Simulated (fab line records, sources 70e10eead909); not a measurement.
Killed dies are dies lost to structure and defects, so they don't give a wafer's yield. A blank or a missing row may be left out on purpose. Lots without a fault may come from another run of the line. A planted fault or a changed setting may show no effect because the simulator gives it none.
One fault seen from 2 desks | flow nand_harc | each desk has only its own numbers; what lay behind them comes last

THE METROLOGY DESK
What the gauges read, lot by lot, whatever tool the lot ran on: means of the sampled wafers that have a number. A lot is out of limits, marked OUT, if its mean lies more than 4 standard deviations from the usual mean; the brackets give that distance.
Columns: A = cd_nm at NHARC_P_BONDPAD_CD_MEAS_09, usual 499.7 nm; B = overlay_x_nm at NHARC_P_BONDPAD_OVL_MEAS_38, usual 0 nm; C = overlay_y_nm at NHARC_P_BONDPAD_OVL_MEAS_38, usual -2 nm
lot  | first seen here | A     | B  | C
L209 | day 6 10:13     | 499.7 | 0  | -4
L210 | day 7 02:38     | 499.1 | 4  | -10
L213 | day 8 03:26     | 497.6 | 6  | -13
L230 | day 15 04:14    | 499.7 | -8 | 3
L231 | day 15 17:26    | 499.9 | -1 | 5
L232 | day 15 23:56    | 500.2 | -2 | -4
This desk's finding: nothing out of limits on any of the 6 lots.

THE TOOL OWNER'S DESK: rie_diel-11
The tool's own readings at NHARC_P_BONDPAD_ETCH_37 (etches the open film in N2/H2, target depth 60 nm, overetch 18 nm, time 65.91 s): means of the sampled wafers that have a number, for each lot that ran on this tool. A lot is out of limits, marked OUT, if its mean lies more than 4 standard deviations from the usual mean; the brackets give that distance.
Columns: A = drypump_motor_current_A at NHARC_P_BONDPAD_ETCH_37, usual 5.7 A; B = oes_product_au at NHARC_P_BONDPAD_ETCH_37, usual 1.004 a.u.; C = rf_vpp_V at NHARC_P_BONDPAD_ETCH_37, usual 431.0 V; D = run_length_s at NHARC_P_BONDPAD_ETCH_37, usual 87.3 s; E = showerhead_plenum_p_Torr at NHARC_P_BONDPAD_ETCH_37, usual 2.06 Torr; F = throttle_valve_pct at NHARC_P_BONDPAD_ETCH_37, usual 14.171 %
lot  | first seen here | A   | B     | C     | D              | E    | F
L209 | day 6 10:32     | 5.5 | 1.002 | 432.0 | 87.3           | 2.11 | 14.165
L230 | day 15 04:32    | 5.9 | 1.020 | 432.7 | 79.8 (-19) OUT | 2.13 | 14.174
L231 | day 15 17:46    | 6.0 | 1.011 | 434.0 | 72.4 (-37) OUT | 2.15 | 14.170
This desk's finding: out of limits on L230, L231; first on L230, day 15 04:32 (run_length_s at NHARC_P_BONDPAD_ETCH_37). In limits: L209.

PUT TOGETHER
The tool owner's desk could have raised an alarm at day 15 04:32, on L230, L231.
The metrology desk saw nothing out of limits.
The metrology desk has L230, L231 on record, within its limits.
Of the lots named, all ran NHARC_P_BONDPAD_ETCH_37 on rie_diel-11.

WHAT THE SIMULATOR HAD PUT IN
Process parameter drift: rie_diel-11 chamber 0, from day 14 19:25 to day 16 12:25, at NHARC_P_BONDPAD_ETCH_37. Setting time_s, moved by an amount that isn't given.
Lots struck among those shown: L230, L231.
Hours from the fault's start to each desk's first reading out of limits: the tool owner's desk, 9.
